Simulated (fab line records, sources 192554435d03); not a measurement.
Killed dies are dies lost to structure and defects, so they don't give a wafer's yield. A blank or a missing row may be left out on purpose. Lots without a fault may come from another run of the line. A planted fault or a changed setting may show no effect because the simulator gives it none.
Chamber matching | flow n5_finfet | N5_FIN_SAQP_ETCH_52 on rie_diel-02: 4 sister chambers
The step etches SOC in N2/H2, target depth 100 nm, overetch 20 nm, time 150 s. 8 wafers are shown with their chamber, then 7 later ones without.

WAFERS WITH THEIR CHAMBER
wafer  | chamber | drypump_motor_current_A (A) | throttle_valve_pct (%)
L074.2 | 2       | 5.4                         | 18.09
L076.1 | 3       | 6.6                         | 17.79
L079.5 | 1       | 5.4                         | 17.79
L083.2 | 0       | 5.6                         | 17.94
L083.5 | 0       | 5.6                         | 17.95
L083.6 | 1       | 5.4                         | 17.76
L084.1 | 2       | 5.4                         | 18.11
L084.5 | 3       | 6.5                         | 17.82

WAFERS WITHOUT THEIR CHAMBER
wafer  | drypump_motor_current_A (A) | throttle_valve_pct (%)
L084.6 | 5.4                         | 18.09
L086.1 | 5.6                         | 17.96
L086.5 | 5.6                         | 17.96
L086.6 | 6.6                         | 17.82
L096.2 | 5.3                         | 17.84
L096.3 | 5.6                         | 17.98
L096.6 | 5.6                         | 17.98

WHICH CHAMBER EACH WENT THROUGH
wafer  | from the rows above | in truth
L084.6 | 2                   | 2
L086.1 | 0                   | 0
L086.5 | 0                   | 0
L086.6 | 3                   | 3
L096.2 | 1                   | 1
L096.3 | 0                   | 0
L096.6 | 0                   | 0
Placed correctly: 7 of 7. Can't be placed from these rows: 0. Placed wrongly: 0.
How it was worked out, from the rows above alone: a wafer's distance from a chamber is the root of the sum, over the readings, of the square of ((its reading less the chamber's mean) divided by the reading's scatter). The wafer belongs to the nearest chamber; if the next one is less than 2 further off, it can't be placed. A chamber's mean is the mean of its shown wafers. The scatter: the root of (the sum of the squares of (reading less its chamber's mean) over the shown wafers, divided by (wafers less chambers)).
